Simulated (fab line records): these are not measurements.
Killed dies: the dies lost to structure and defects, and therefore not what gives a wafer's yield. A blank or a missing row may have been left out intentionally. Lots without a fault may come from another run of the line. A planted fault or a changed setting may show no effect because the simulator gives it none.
Chamber matching + flow nand_harc + 4 sister chambers for NHARC_A_M0_ETCH_34 on rie_diel-10
The step etches the open film in N2/H2, target depth 40 nm, overetch 12 nm, time 43.94 s. 4 wafers are shown with their chamber, then 12 later ones without.

WAFERS, EACH WITH ITS CHAMBER
| wafer  | chamber | drypump_motor_current_A (A) |
|--------|---------|-----------------------------|
| L090.4 | 1       | 5.42                        |
| L088.1 | 2       | 5.52                        |
| L088.3 | 0       | 5.88                        |
| L088.4 | 3       | 5.91                        |

WAFERS WITH NO CHAMBER GIVEN
| wafer  | drypump_motor_current_A (A) |
|--------|-----------------------------|
| L089.1 | 5.93                        |
| L089.2 | 5.85                        |
| L089.3 | 5.54                        |
| L092.1 | 5.51                        |
| L092.2 | 5.39                        |
| L092.4 | 5.87                        |
| L094.1 | 5.55                        |
| L094.4 | 5.89                        |
| L094.5 | 5.87                        |
| L095.1 | 5.41                        |
| L095.3 | 5.89                        |
| L095.4 | 5.91                        |

WHICH CHAMBER EACH ONE RAN IN
| wafer  | from the rows above     | in truth |
|--------|-------------------------|----------|
| L089.1 | can't be placed: 3 or 0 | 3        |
| L089.2 | can't be placed: 0 or 3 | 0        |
| L089.3 | 2                       | 2        |
| L092.1 | 2                       | 2        |
| L092.2 | 1                       | 1        |
| L092.4 | can't be placed: 0 or 3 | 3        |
| L094.1 | 2                       | 2        |
| L094.4 | can't be placed: 0 or 3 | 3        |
| L094.5 | can't be placed: 0 or 3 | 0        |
| L095.1 | 1                       | 1        |
| L095.3 | can't be placed: 0 or 3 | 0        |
| L095.4 | can't be placed: 3 or 0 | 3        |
5 of 12 placed correctly. Not placeable from these rows: 7 (in 7, the candidates include the true chamber). Placed wrongly: 0.
How it was worked out, from the rows above alone: a wafer's distance from a chamber is the root of the sum, over the readings, of the square of ((its reading less the chamber's mean) divided by the reading's scatter). The wafer belongs to the nearest chamber; if the next one is less than 2 further off, it can't be placed. The mean given for a chamber averages the wafers shown for that chamber. The scatter: with one shown wafer a chamber, the root of the mean of the squares of how far each hidden wafer lies from its nearest shown one.
